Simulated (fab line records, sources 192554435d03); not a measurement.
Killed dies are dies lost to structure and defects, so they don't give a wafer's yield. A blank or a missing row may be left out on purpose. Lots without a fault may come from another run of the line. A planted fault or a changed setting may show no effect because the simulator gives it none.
Which tool did it? | flow n5_finfet | 12 lots, 36 wafers sampled, at 1 step of a route of 1938

WHAT THE GAUGES READ, wafer by wafer
N5_BEOL_M9_RS_MEAS_57: measures by four-point-probe.
lot  | measured     | on            | M9_RS (ohm/sq)
L077 | day 10 07:35 | film_metro-02 | 0.155 0.154 0.154
L076 | day 10 10:27 | film_metro-01 | 0.156 0.148 0.144
L078 | day 10 21:33 | film_metro-01 | 0.150 0.150 0.152
L081 | day 11 10:23 | film_metro-02 | 0.152 0.153 0.153
L083 | day 11 16:19 | film_metro-01 | 0.148 0.150 0.149
L085 | day 12 15:35 | film_metro-01 | 0.148 0.145 0.147
L087 | day 13 15:53 | film_metro-01 | 0.155 0.149 0.155
L088 | day 13 22:33 | film_metro-01 | 0.147 0.149 0.149
L091 | day 14 09:07 | film_metro-02 | 0.146 0.153 0.152
L094 | day 14 21:47 | film_metro-01 | 0.153 0.145 0.153
L095 | day 15 05:46 | film_metro-02 | 0.143 0.150 0.149
L097 | day 15 17:45 | film_metro-01 | 0.152 0.151 0.143

WHICH TOOL RAN EACH LOT (tool, then ch and the chambers of the sampled wafers, then the start)
The record holds no process step before these readings.

THE ANSWER, worked out from the rows above alone
Rule: what is usual is taken from the lots themselves. Put in order of their means at a reading, lots are off if they are a third of the lots or fewer, leave a main group of 4 or more, and stand apart from it by a gap of 3 or more times the standard deviation of the main group's means; of several such gaps the widest counts. A main group whose means are all the same, to the digits that the tables above print for the reading, isn't used. A lot without any number at a reading at which 4 lots or more have one is off too. The other lots that the step has rows for count as sound.
No lot is off at any reading shown: from this, nothing can be told.

WHAT THE SIMULATOR HAD PUT IN
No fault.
